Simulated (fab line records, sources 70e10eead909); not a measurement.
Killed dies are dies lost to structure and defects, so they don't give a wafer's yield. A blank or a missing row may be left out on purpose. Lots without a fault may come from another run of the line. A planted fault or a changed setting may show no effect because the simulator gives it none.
fab line records | flow nand_harc
record lots=12 wafers=36 last_day=34
route steps=1302 shown A_CHANNEL_HOLE_D1@478 A_CHANNEL_FILL_D1@492
lots that met no fault: from a run of the same line without faults
start_h: hours from the record's first day to the start of the lot's first wafer shown | wait_h: hours since the lot's step before | " the same as in the row above | L1.1+2: a row that stands for several wafers | - no value, or no start given | * or withheld: withheld | < > ~ a bound
route shown NAME@n: a module of which the file shows steps, and the number in the route of the first | usual: mean/standard deviation of fault-free wafers | same: alike in all rows | chamber/n: place in a boat | sites: the reading at each site | _std_site: their standard deviation | _edge_site: outer sites' mean less inner sites' | radius_mm: how far each site lies from the wafer's centre | mask NAME#n: copy n | behind: the tool/chamber that last shaped the wafer | hold: why the lot was held/for how many hours/how that ended | device: the transistor (n, p or np) that didn't switch | end of line: the same wafers' tests at the end of the route | a step without rows: its recipe alone | killed: dies lost to structure and defects at the first sort, not the wafer's yield | map: a wafer's dies, x killed, . not, _ none there
set.NAME: the setting as run; set.NAME@STEP: as run at that earlier step | model.NAME: the simulator's own value behind a step, which no gauge read
steps of the route over a sample of lots; a table a step, a row a wafer
services: from which hour (start_h, from the record's first day; less than 0 if before it) a tool's chamber was out of use, for how many hours, and why
## steps
# step NHARC_A_CHANNEL_HOLE_D1_ETCH_26
# recipe bias_v=300 source_w=2000 pressure_mtorr=30 time_s=224.1 ar_flow_sccm=375 c4f8_flow_sccm=11.4 o2_flow_sccm=113.6 temp_c=-20 target_depth_a=3000 chemistry=C4F8/O2/Ar
# usual drypump_motor_current_A=5.8/0.52 showerhead_plenum_p_Torr=3.61/0.13 throttle_valve_pct=24.584/0.0089
# columns lot.wafer tool chamber start_h wait_h drypump_motor_current_A rf_hours_counter_h showerhead_plenum_p_Torr throttle_valve_pct
L610.1 har_etch-01 1 188.52 0.6 6.5 91 3.56 24.590
L610.3 " 0 " " 5.9 - 3.65 24.595
L610.4 " 1 " " 6.5 - 3.56 24.585
L609.2 har_etch-02 1 188.65 0.7 5.9 295 3.52 24.564
L609.1 " 0 " " 5.0 295 3.82 24.600
L609.5 " 0 " " 5.0 - 3.82 24.598
L613.4 har_etch-02 1 225.55 0.5 5.9 - 3.51 24.609
L613.3 " 0 " " 5.0 - 3.81 24.583
L613.6 " 0 " " 5.0 - 3.81 24.573
L614.2 har_etch-02 0 239.09 0.7 5.0 318 3.80 24.565
L614.1 " 1 " " 5.9 325 3.50 24.596
L614.6 " 1 " " 5.9 - 3.50 24.578
L616.1 har_etch-02 0 255.37 0.6 5.0 325 3.80 24.589
L616.4 " 1 " " 5.8 - 3.50 24.579
L616.6 " 0 " " 5.1 - 3.80 24.587
L619.2 har_etch-02 1 281.07 0.6 5.9 352 3.49 24.584
L619.4 " 0 " " 5.0 - 3.79 24.590
L619.3 " 1 " " 5.9 - 3.49 24.577
L621.2 har_etch-01 1 296.00 0.7 6.5 156 3.52 24.581
L621.1 " 0 " " 5.9 156 3.62 24.595
L621.4 " 0 " " 5.9 - 3.62 24.588
L628.2 har_etch-01 0 374.99 0.6 5.9 198 3.60 24.594
L628.3 " 1 " " 6.4 - 3.50 24.591
L628.6 " 1 " " 6.4 - 3.50 24.594
L629.2 har_etch-01 0 382.97 0.7 5.9 202 3.59 24.587
L629.5 " 0 " " 5.9 - 3.59 24.586
L629.6 " 1 " " 6.4 - 3.50 24.588
L630.2 har_etch-01 1 395.11 0.7 6.5 213 3.49 24.581
L630.3 " 0 " " 5.9 - 3.59 24.575
L630.6 " 1 " " 6.4 - 3.49 24.571
L631.1 har_etch-02 0 406.13 0.7 5.1 11 3.75 24.583
L631.3 " 0 " " 5.0 - 3.75 24.587
L631.6 " 0 " " 5.1 - 3.75 24.580
L632.2 har_etch-01 0 426.38 0.7 5.9 232 3.58 24.589
L632.5 " 0 " " 5.9 - 3.58 24.575
L632.6 " 1 " " 6.4 - 3.48 24.563
# step NHARC_A_CHANNEL_HOLE_D1_ETCH_44
# recipe target_depth_a=1400 overetch_a=140 time_s=77 ion_energy_ev=100 cf4_flow_sccm=80 o2_flow_sccm=20 ar_flow_sccm=0 rf_w=300 bias_w=100 chemistry=CF4/O2
# usual drypump_motor_current_A=5.9/0.4 oes_product_au=1.000/0.011 rf_vpp_V=197.8/1.7 showerhead_plenum_p_Torr=1.33/0.064 throttle_valve_pct=13.397/0.0086
# columns lot.wafer tool chamber start_h wait_h drypump_motor_current_A oes_product_au rf_hours_counter_h rf_vpp_V showerhead_plenum_p_Torr throttle_valve_pct
L610.4 rie_diel-11 0 189.43 0.1 6.4 1.004 11 199.3 1.40 13.376
L610.1 " 1 " " 6.2 1.003 10 195.9 1.24 13.396
L610.3 " 2 " " 5.5 1.004 9 198.6 1.35 13.414
L609.1 rie_diel-02 0 189.61 0.1 5.6 1.002 51 197.0 1.27 13.404
L609.2 " 1 " " 5.3 1.017 38 198.7 1.38 13.390
L609.5 " 0 " " 5.6 1.003 - 195.7 1.27 13.407
L613.3 rie_diel-11 3 226.43 0.1 5.9 1.011 13 196.0 1.30 13.410
L613.4 " 2 " " 5.5 1.004 12 196.5 1.35 13.388
L613.6 " 0 " " 6.5 1.000 - 196.9 1.39 13.404
L614.1 rie_diel-11 1 240.04 0.0 6.2 1.013 15 197.7 1.24 13.401
L614.2 " 0 " " 6.5 1.011 15 198.6 1.39 13.411
L614.6 " 1 " " 6.2 1.015 - 195.8 1.24 13.403
L616.1 rie_diel-13 1 256.29 0.1 6.1 1.003 28 201.2 1.43 13.399
L616.4 " 0 " " 6.3 0.988 33 194.9 1.26 13.401
L616.6 " 1 " " 6.1 1.007 - 199.5 1.43 13.418
L619.4 rie_diel-02 2 281.98 0.1 5.9 1.001 13 196.0 1.28 13.399
L619.2 " 0 " " 5.6 1.015 15 196.5 1.27 13.395
L619.3 " 1 " " 5.3 1.004 13 197.7 1.38 13.392
L621.1 rie_diel-02 1 296.94 0.1 5.3 1.005 15 198.5 1.38 13.385
L621.2 " 2 " " 5.9 1.003 16 197.4 1.28 13.400
L621.4 " 0 " " 5.6 1.019 18 197.0 1.27 13.396
L628.2 rie_diel-11 1 375.92 0.1 6.2 1.005 6 195.1 1.24 13.392
L628.3 " 2 " " 5.5 0.997 6 196.9 1.35 13.412
L628.6 " 0 " " 6.5 0.987 - 199.1 1.39 13.379
L629.2 rie_diel-11 2 383.95 0.1 5.6 0.990 6 199.3 1.35 13.405
L629.6 " 2 " " 5.5 1.005 - 198.5 1.35 13.390
L629.5 " 3 " " 5.9 0.997 - 198.1 1.30 13.412
L630.2 rie_diel-11 1 396.05 0.1 6.1 1.000 7 197.3 1.24 13.408
L630.3 " 2 " " 5.5 1.000 8 198.2 1.35 13.387
L630.6 " 1 " " 6.2 1.004 - 195.5 1.24 13.407
L631.3 rie_diel-02 1 407.14 0.1 5.3 1.001 1 198.6 1.37 13.402
L631.1 " 3 " " 5.2 0.981 1 199.9 1.42 13.413
L631.6 " 0 " " 5.6 1.006 - 195.2 1.26 13.388
L632.2 rie_diel-11 1 427.35 0.1 6.1 1.001 10 196.8 1.24 13.391
L632.6 " 3 " " 5.8 1.003 - 194.8 1.30 13.395
L632.5 " 0 " " 6.4 0.986 - 200.9 1.39 13.398
# step NHARC_A_CHANNEL_FILL_D1_ALD_02
# recipe target_thk_a=60 pulse_time_s=10 ald_cycles=60 temp_c=300 material=SiO2
# usual ald_cycles=60/0 heater_power_outer_w=256/24 heater_power_w=464/39 precursor_pulse_height_rel=1.000/0.018
# columns lot.wafer tool chamber start_h wait_h ald_cycles heater_power_outer_w heater_power_w precursor_pulse_height_rel
L610.1 ald_hk-03 3 191.33 - 60 248 436 1.036
L610.4 " 0 " " 60 254 490 1.019
L610.3 " 1 " " 60 287 515 0.970
L609.1 ald_hk-03 0 191.83 - 60 254 475 1.011
L609.2 " 2 " " 60 269 492 0.996
L609.5 " 3 " " 60 242 436 0.983
L613.3 ald_hk-02 3 227.60 - 60 304 546 0.973
L613.4 " 0 " " 60 277 455 1.028
L613.6 " 0 " " 60 280 454 1.001
L614.2 ald_hk-03 0 241.23 - 60 240 455 0.974
L614.1 " 1 " " 60 276 494 0.990
L614.6 " 1 " " 60 278 482 1.008
L616.4 ald_hk-01 3 257.54 - 60 250 454 0.982
L616.1 " 1 " " 60 284 525 1.016
L616.6 " 3 " " 60 248 466 0.994
L619.2 ald_hk-01 0 283.15 - 60 261 494 1.024
L619.4 " 1 " " 71 290 524 1.005
L619.3 " 2 " " 60 215 403 1.021
L621.2 ald_hk-01 3 298.20 - 60 260 451 1.039
L621.1 " 0 " " 60 256 492 1.014
L621.4 " 1 " " 71 286 505 1.023
L628.3 ald_hk-02 2 377.58 - 60 258 511 0.993
L628.2 " 0 " " 60 285 475 1.011
L628.6 " 1 " " 60 235 454 0.980
L629.2 ald_hk-01 1 385.39 - 60 282 516 0.983
L629.6 " 3 " " 60 246 443 0.991
L629.5 " 0 " " 60 253 465 0.993
L630.3 ald_hk-02 2 397.22 - 60 256 490 1.013
L630.2 " 1 " " 60 234 445 0.988
L630.6 " 2 " " 60 255 492 1.000
L631.3 ald_hk-03 3 408.32 - 60 236 418 1.024
L631.1 " 2 " " 60 268 475 1.020
L631.6 " 0 " " 60 245 469 1.006
L632.2 ald_hk-03 2 428.73 - 60 262 467 1.007
L632.6 " 3 " " 60 231 427 1.037
L632.5 " 0 " " 60 256 482 1.010
# step NHARC_A_CHANNEL_FILL_D1_ETCHBACK_19
# recipe target_depth_a=50 time_s=1.7 hbr_flow_sccm=150 cl2_flow_sccm=50 rf_w=400 icp_w=400 bias_w=100 chemistry=HBr/Cl2
# usual drypump_motor_current_A=5.8/0.52 oes_product_au=0.998/0.011 throttle_valve_pct=26.406/0.0085
# columns lot.wafer tool chamber start_h wait_h drypump_motor_current_A oes_product_au rf_hours_counter_h throttle_valve_pct
L610.3 rie_si-03 3 215.42 0.4 5.8 1.000 0.9 26.406
L610.4 " 1 " " 6.1 1.000 1.1 26.393
L610.1 " 2 " " 4.9 0.999 1.1 26.395
L609.2 rie_si-01 2 215.45 0.4 5.7 1.000 0.1 26.399
L609.1 " 3 " " 5.4 1.019 0.1 26.403
L609.5 " 1 " " 6.2 0.988 - 26.405
L613.3 rie_si-01 0 252.34 0.4 5.9 0.994 0.2 26.413
L613.4 " 1 " " 6.2 1.004 0.3 26.403
L613.6 " 1 " " 6.2 0.998 - 26.399
L614.1 rie_si-01 1 265.43 0.4 6.2 0.996 0.4 26.411
L614.2 " 2 " " 5.8 1.014 0.3 26.399
L614.6 " 1 " " 6.2 0.998 - 26.420
L616.1 rie_si-05 3 281.63 0.4 5.5 0.987 1.1 26.406
L616.4 " 0 " " 6.0 1.000 1.0 26.414
L616.6 " 2 " " 5.3 1.007 - 26.405
L619.3 rie_si-03 1 306.28 0.4 6.1 0.992 0.5 26.417
L619.2 " 2 " " 5.0 0.991 0.5 26.407
L619.4 " 3 " " 5.7 1.007 0.5 26.407
L621.1 rie_si-03 1 321.11 0.4 6.1 0.993 0.6 26.397
L621.4 " 2 " " 4.9 0.987 0.6 26.410
L621.2 " 0 " " 6.8 1.005 0.5 26.392
L628.3 rie_si-05 0 402.92 0.4 6.0 0.992 0.6 26.411
L628.2 " 3 " " 5.5 1.006 0.7 26.412
L628.6 " 0 " " 6.0 0.996 - 26.397
L629.2 rie_si-03 0 411.43 0.4 6.8 0.977 0 26.410
L629.6 " 2 " " 4.9 0.993 - 26.406
L629.5 " 3 " " 5.7 1.004 - 26.419
L630.2 rie_si-03 1 421.31 0.4 6.1 0.994 0.0 26.410
L630.3 " 0 " " 6.8 0.988 0.0 26.401
L630.6 " 2 " " 5.0 0.988 - 26.394
L631.3 rie_si-03 1 432.30 0.4 6.1 0.996 0.2 26.403
L631.1 " 0 " " 6.8 0.988 0.1 26.400
L631.6 " 2 " " 4.9 0.990 - 26.403
L632.2 rie_si-03 1 454.35 0.4 6.1 0.991 0.3 26.402
L632.6 " 0 " " 6.8 0.992 - 26.417
L632.5 " 2 " " 4.9 0.998 - 26.395
## services
# columns tool chamber start_h hours kind
ald_hk-02 - 170.00 10.0 pm
rie_si-01 2 178.11 4.8 repair
rie_diel-02 0 191.14 11.7 repair
rie_si-01 - 193.00 9.0 pm
ald_hk-03 - 212.00 10.0 pm
rie_diel-02 - 216.72 9.0 pm
rie_si-03 - 221.00 9.0 pm
rie_diel-11 - 255.50 9.0 pm
rie_diel-02 2 265.08 6.6 repair
rie_diel-02 - 267.28 0.6 repair
har_etch-01 - 269.22 4.2 repair
rie_diel-11 - 280.21 37.0 repair
ald_hk-01 - 302.27 10.0 pm
rie_si-01 - 316.36 2.3 repair
rie_diel-02 3 351.81 12.9 repair
har_etch-02 - 377.00 17.0 pm
rie_diel-11 1 381.04 3.3 repair
ald_hk-03 - 390.00 10.0 pm
rie_diel-02 - 393.92 9.0 pm
rie_si-03 - 398.00 9.0 pm
rie_si-03 1 408.27 1.7 repair
rie_diel-11 0 412.47 9.1 repair
rie_diel-11 - 432.50 9.0 pm
rie_si-03 3 453.53 11.9 repair
## key
first_sign step=NHARC_A_CHANNEL_FILL_D1_ALD_02 reading=ald_cycles direction=up sigmas=99+ usual=60 struck=71
effect none on later readings
met_at NHARC_A_CHANNEL_FILL_D1_ALD_02
struck_lots L619,L621
struck_wafers L619.4,L621.4
tester_left_out L619,L621
not_acting_at NHARC_A_CHANNEL_HOLE_D1_ETCH_26,NHARC_A_CHANNEL_HOLE_D1_ETCH_44,NHARC_A_CHANNEL_FILL_D1_ETCHBACK_19
onset_between 257.54 283.15
fault kind=process_parameter_drift tool=ald_hk-01 chamber=- onset_h=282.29 steps=NHARC_A_CHANNEL_FILL_D1_ALD_02 channel=ald_cycles offset=11 shape=step end_h=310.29 scope=struck_wafers_only acts_in=these_recipes_only stated=60
# tester_left_out: of these lots the tester's yield and bins aren't shown, on N5 and GAA mostly nor the transistor test; their killed dies are dies lost to structure and defects alone, not to doping, threshold or leakage, so they don't give the yield
